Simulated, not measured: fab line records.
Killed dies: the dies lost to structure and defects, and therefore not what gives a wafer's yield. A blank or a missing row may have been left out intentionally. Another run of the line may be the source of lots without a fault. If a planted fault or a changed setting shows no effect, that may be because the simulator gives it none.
Which of the tools did it?	flow n5_finfet	30 wafers from 10 lots sampled at 3 of the route's 1938 steps

## WHAT EACH GAUGE READ, for each wafer
N5_SD_ACTIVATION_RS_MEAS_03: a four-point-probe measurement.
lot	measured	on	RS_SD_N (ohm/sq)
L648	day 4 00:32	film_metro-01	21.7 21.2 21.9
L651	day 4 14:49	film_metro-01	21.8 21.8 22.2
L652	day 4 18:12	film_metro-02	22.3 22.0 22.2
L653	day 5 03:38	film_metro-01	22.3 22.1 22.6
L654	day 5 07:51	film_metro-02	21.5 21.7 21.9
L660	day 6 22:53	film_metro-02	25.5 25.5 25.6
L662	day 7 04:38	film_metro-01	21.4 21.5 21.5
L664	day 7 16:28	film_metro-01	26.0 25.4 25.5
L667	day 8 13:51	film_metro-01	21.7 22.1 21.5
L670	day 9 13:42	film_metro-01	21.3 21.7 21.6

## WHICH TOOL RAN EACH LOT (tool, then ch and the chambers of the sampled wafers, then the start)
lot	N5_SD_ACTIVATION_RTA_00	N5_SD_ACTIVATION_LSA_01
L648	rtp_anneal-02 ch 0, day 4 00:08	laser_anneal-01 ch 0, day 4 00:20
L651	rtp_anneal-02 ch 0, day 4 14:25	laser_anneal-02 ch 0, day 4 14:37
L652	rtp_anneal-02 ch 0, day 4 17:49	laser_anneal-01 ch 0, day 4 18:01
L653	rtp_anneal-02 ch 0, day 5 03:14	laser_anneal-02 ch 0, day 5 03:26
L654	rtp_anneal-02 ch 0, day 5 07:27	laser_anneal-01 ch 0, day 5 07:39
L660	rtp_anneal-01 ch 0, day 6 22:29	laser_anneal-01 ch 0, day 6 22:41
L662	rtp_anneal-01 ch 0, day 7 04:13	laser_anneal-02 ch 0, day 7 04:25
L664	rtp_anneal-01 ch 0, day 7 16:05	laser_anneal-01 ch 0, day 7 16:17
L667	rtp_anneal-02 ch 0, day 8 13:26	laser_anneal-02 ch 0, day 8 13:40
L670	rtp_anneal-01 ch 0, day 9 13:19	laser_anneal-02 ch 0, day 9 13:31
- N5_SD_ACTIVATION_RTA_00: time 0 s.
- N5_SD_ACTIVATION_LSA_01: time 0.0008 s.

## THE ANSWER, worked out from the rows above alone
Rule: the lots themselves supply what counts as usual. Put in order of their means at a reading, lots are off if they are a third of the lots or fewer, leave a main group of 4 or more, and stand apart from it by a gap of 3 or more times the standard deviation of the main group's means; of several such gaps the widest counts. A main group whose means are all the same, to the digits that the tables above print for the reading, isn't used. A lot without any number at a reading at which 4 lots or more have one is off too. Where the step has rows for the other lots, those lots are counted as sound.
Off: L660, L664, at N5_SD_ACTIVATION_RS_MEAS_03 (RS_SD_N). The main group: mean 21.8 ohm/sq, standard deviation 0.29.
A tool fits if, at a process step before that reading, it ran every lot that is off, and no sound lot after the first of them. Those tools and the gauges at N5_SD_ACTIVATION_RS_MEAS_03 are tried in the same way. One fits: laser_anneal-01 at N5_SD_ACTIVATION_LSA_01. Its last sound lot is L654 (day 5 07:39), its first lot that is off L660 (day 6 22:41): a fault that began between those two fits.

## WHAT THE SIMULATOR PUT IN
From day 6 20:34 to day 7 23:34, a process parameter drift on laser_anneal-01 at N5_SD_ACTIVATION_LSA_01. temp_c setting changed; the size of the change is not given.
Shown lots that were struck: L660, L664. The rule above reached the same finding.
